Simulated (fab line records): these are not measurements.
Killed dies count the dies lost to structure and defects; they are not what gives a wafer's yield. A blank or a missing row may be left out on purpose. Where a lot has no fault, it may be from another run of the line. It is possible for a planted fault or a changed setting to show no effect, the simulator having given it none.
A lot that was struck, set against a sound lot	flow nand-harc	15 out of 1302 route steps
Sound: the wafers L350.1, L350.2, L350.6. Struck: wafers L345.1, L345.4, L345.5. Last of all comes the cause.
Each step with rows lists, per side, the tool, then ch with its chambers, then its first start. Under that, the readings that differ: sound wafers	struck wafers	difference of the means	sigmas: that difference in standard deviations of wafers without a fault.
alike: a reading whose means differ by less than 2 such deviations, as well as words and numbers matching on both sides. not compared: withheld readings; readings where some wafer has no value; bounds like >300 that might hide an equal value; numbers whose values overlap and for which the record gives no deviation.
The two part at a step that has a row with sigmas, a row that says differs or no value, or rows on one side only. Numbers that have no deviation but don't overlap get no sigmas and don't part them. A reading missing from all wafers of one side parts the sides only when that side holds two or more wafers.

NHARC_P_ZERO_WELL_CD_MEAS_24 targets a cd of 720 nm.
  sound on cd-sem-03 ch 0, day 9 10:30; struck on cd-sem-03 ch 0, day 7 08:28
  alike: cd-nm
then, 1 step without rows for these wafers: NHARC_P_ZERO_WELL_HARDBAKE_25 (time 80 s).
NHARC_P_ZERO_WELL_DESCUM_26: chemistry O2, time 3 s.
  sound on rie-diel-03 ch 0,1,2, day 9 10:41; struck on rie-diel-02 ch 1,2, day 7 08:38
  alike: drypump-motor-current-A, mfc-ar-sccm, oes-product-au, rf-vpp-V, showerhead-plenum-p-Torr, throttle-valve-pct
  not compared: rf-hours-counter-h
then, 9 steps without rows for these wafers: NHARC_P_ZERO_WELL_IMPLANT_27; NHARC_P_ZERO_WELL_IMPLANT_57; NHARC_P_ZERO_WELL_IMPLANT_58; NHARC_P_ZERO_WELL_STRIP_28 (strips in SPM, time 840 s); NHARC_P_ZERO_WELL_DEHYDRATE_29 (time 120 s); NHARC_P_ZERO_WELL_HMDS_30 (time 30 s); NHARC_P_ZERO_WELL_COAT_31; NHARC_P_ZERO_WELL_SOFTBAKE_32 (time 95 s); NHARC_P_ZERO_WELL_EBR_33.
NHARC_P_ZERO_WELL_EXPOSE_34: exposes mask P PWELL, target cd 720 nm.
  sound on krf-scanner-01 ch 0, day 9 11:51; struck on krf-scanner-04 ch 0, day 7 09:50
reading	sound	struck	difference	sigmas
exposure-dose-mJ-cm2	22.290 22.308 22.296	22.741 22.757 22.747	+0.450	+19
  alike: mask
then, 1 step without rows for these wafers: NHARC_P_ZERO_WELL_PEB_35 (peb time 85 s).
-- jump in the record: it breaks off in module P_ZERO_WELL and resumes in module END (first step shown: number 1302 of the route), and 22 days separate the struck wafers' starts before and after --
NHARC_END_SORT_01:
  sound on prober-01 ch 0, day 32 13:06; struck on prober-01 ch 0, day 29 15:31
  alike: killed-at-array, killed-at-other, killed-at-periphery, killed-dies, killed-open, killed-short

== WHERE THEY PART ==
Only at NHARC_P_ZERO_WELL_EXPOSE_34, as far as this record shows. Later steps at which nothing parts them and some readings are alike: NHARC_END_SORT_01.

WHY: what the simulator had put in
Drift in process parameters on krf-scanner-04 at NHARC_P_ZERO_WELL_EXPOSE_34, starting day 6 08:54. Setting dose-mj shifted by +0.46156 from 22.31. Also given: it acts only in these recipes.
